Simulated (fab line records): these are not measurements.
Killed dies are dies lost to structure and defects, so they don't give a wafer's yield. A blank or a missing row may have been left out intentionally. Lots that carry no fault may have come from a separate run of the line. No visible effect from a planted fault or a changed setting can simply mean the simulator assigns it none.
What tool caused it? ; flow nandHarc ; Sampling: 13 lots, 39 wafers, 5 of 1302 route steps

## WHAT THE GAUGES SHOWED, per wafer
NHARC_P_ZERO_WELL_CD_MEAS_24 targets a cd of 720 nm.
lot;measured;on;cdNm (nm)
L880;day 1 22:44;cdSem-02;719.2 722.4 720.5
L881;day 2 08:52;cdSem-03;718.6 718.0 719.9
L882;day 2 18:28;cdSem-02;718.7 720.9 720.7
L883;day 3 04:28;cdSem-01;720.0 720.9 720.3
L886;day 4 10:28;cdSem-01;720.6 720.8 721.5
L888;day 5 06:26;cdSem-01;718.6 719.8 719.4
L890;day 6 02:35;cdSem-02;710.8 710.8 711.0
L894;day 7 18:54;cdSem-02;718.4 720.1 719.6
L899;day 9 20:36;cdSem-01;720.6 719.8 719.5
L900;day 10 06:32;cdSem-03;719.6 718.9 719.9
L901;day 10 16:58;cdSem-01;721.2 718.7 719.3
L902;day 11 02:36;cdSem-02;717.2 718.7 719.6
L903;day 11 12:27;cdSem-01;719.7 720.9 718.8

NHARC_P_STI_INSPECT_11.
lot;measured;on;rawDefectCount
L880;day 2 19:59;defectInspect-02;5 7 7
L881;day 3 07:22;defectInspect-01;4 6 5
L882;day 3 15:22;defectInspect-02;4 5 5
L883;day 4 04:16;defectInspect-01;5 4 4
L886;day 5 08:32;defectInspect-02;6 6 6
L888;day 6 02:13;defectInspect-02;7 3 4
L890;day 7 00:02;defectInspect-02;10 7 2
L894;day 8 14:34;defectInspect-01;3 2 3
L899;day 10 22:56;defectInspect-02;2 7 2
L900;day 11 03:09;defectInspect-02;3 5 4
L901;day 11 13:04;defectInspect-02;12 10 8
L902;day 11 22:12;defectInspect-02;0 7 2
L903;day 12 08:40;defectInspect-01;5 3 4

NHARC_P_STI_INSPECT_25.
lot;measured;on;rawDefectCount
L880;day 3 23:10;defectInspect-02;179 233 253
L881;day 4 11:52;defectInspect-02;208 230 167
L882;day 4 19:57;defectInspect-02;222 225 189
L883;day 5 08:20;defectInspect-02;216 158 287
L886;day 6 10:09;defectInspect-02;139 176 116
L888;day 7 08:42;defectInspect-01;148 337 218
L890;day 8 00:19;defectInspect-02;285 166 285
L894;day 10 04:23;defectInspect-01;198 186 180
L899;day 12 05:06;defectInspect-02;269 293 265
L900;day 12 05:05;defectInspect-01;183 125 134
L901;day 12 21:13;defectInspect-02;228 210 199
L902;day 13 04:37;defectInspect-02;218 392 198
L903;day 13 12:24;defectInspect-02;343 445 258

## WHICH TOOL RAN EACH LOT (tool, then ch and the chambers of the sampled wafers, then the start)
lot;NHARC_P_ZERO_WELL_ETCH_65;NHARC_P_ZERO_WELL_EXPOSE_21
L880;rieDiel-04 ch 0,2,3, day 1 21:38;krfScanner-01 ch 0, day 1 22:35
L881;rieDiel-08 ch 2,3, day 2 07:46;krfScanner-03 ch 0, day 2 08:43
L882;rieDiel-08 ch 0,2,3, day 2 17:29;krfScanner-03 ch 0, day 2 18:19
L883;rieDiel-07 ch 0,1,2, day 3 03:22;krfScanner-01 ch 0, day 3 04:19
L886;rieDiel-07 ch 0,1,2, day 4 09:29;krfScanner-01 ch 0, day 4 10:19
L888;rieDiel-04 ch 0,1, day 5 05:25;krfScanner-01 ch 0, day 5 06:16
L890;rieDiel-04 ch 0,1,2, day 6 01:30;krfScanner-03 ch 0, day 6 02:26
L894;rieDiel-08 ch 0,1, day 7 17:48;krfScanner-03 ch 0, day 7 18:44
L899;rieDiel-08 ch 0,2,3, day 9 19:22;krfScanner-03 ch 0, day 9 20:27
L900;rieDiel-07 ch 0,1,2, day 10 05:33;krfScanner-03 ch 0, day 10 06:22
L901;rieDiel-04 ch 1,3, day 10 15:50;krfScanner-01 ch 0, day 10 16:48
L902;rieDiel-07 ch 0,3, day 11 01:29;krfScanner-03 ch 0, day 11 02:26
L903;rieDiel-04 ch 2,3, day 11 11:28;krfScanner-03 ch 0, day 11 12:17
- NHARC_P_ZERO_WELL_ETCH_65: etches the open film in N2/H2, target depth 80 nm, overetch 24 nm, time 87.88 s.
- NHARC_P_ZERO_WELL_EXPOSE_21: exposes mask P NWELL, target cd 720 nm.

## WHAT THE TOOLS THEMSELVES READ (means of the sampled wafers that have a number; where no wafer has one, the mark that the record gives instead)
NHARC_P_ZERO_WELL_ETCH_65.
lot;tool;drypumpMotorCurrentA (A);oesProductAu (a.u.);rfVppV (V);showerheadPlenumPTorr (Torr);throttleValvePct (%)
L880;rieDiel-04;5.6;0.991;433.4;2.15;14.176
L881;rieDiel-08;5.6;0.996;430.8;2.02;14.166
L882;rieDiel-08;5.5;1.005;430.8;2.08;14.174
L883;rieDiel-07;5.6;1.001;432.3;2.09;14.169
L886;rieDiel-07;5.6;1.011;431.6;2.09;14.167
L888;rieDiel-04;5.5;0.997;430.2;2.04;14.177
L890;rieDiel-04;5.5;1.004;432.1;2.08;14.172
L894;rieDiel-08;5.5;1.000;432.5;2.10;14.162
L899;rieDiel-08;5.5;0.992;431.0;2.06;14.171
L900;rieDiel-07;5.6;1.003;431.6;2.07;14.169
L901;rieDiel-04;5.1;1.006;430.7;2.06;14.169
L902;rieDiel-07;5.9;1.003;432.8;2.13;14.173
L903;rieDiel-04;5.4;1.002;434.0;2.15;14.173

## THE ANSWER, worked out from the rows above alone
Rule: the usual values come from the lots themselves. The widest of any qualifying gaps counts: lots, ordered by their means at a reading, are off when they make up no more than a third of the lots, leave a main group of 4 or more, and stand apart from it by 3 or more times the standard deviation of that group's means. The tables above print the reading to a certain number of digits; a main group whose means all agree to those digits is not used. A lot without any number at a reading at which 4 lots or more have one is off too. Any other lot the step has rows for is counted as sound. After the gauges, taken in route order, come the tools' own readings; for these a lot's mean is taken, as printed above. At the first step where some lot is off, the reading lying furthest off is the one used; lots without a number count as furthest.
Off: L890 (NHARC_P_ZERO_WELL_CD_MEAS_24, cdNm). For the main group the mean is 719.8 nm and the standard deviation 0.7.
A tool fits if, at a process step before that reading, it ran every lot that is off, and no sound lot after the first of them. The gauges at NHARC_P_ZERO_WELL_CD_MEAS_24 are tried like those tools. Of those tried, none fits.

## WHAT THE SIMULATOR HAD PUT IN
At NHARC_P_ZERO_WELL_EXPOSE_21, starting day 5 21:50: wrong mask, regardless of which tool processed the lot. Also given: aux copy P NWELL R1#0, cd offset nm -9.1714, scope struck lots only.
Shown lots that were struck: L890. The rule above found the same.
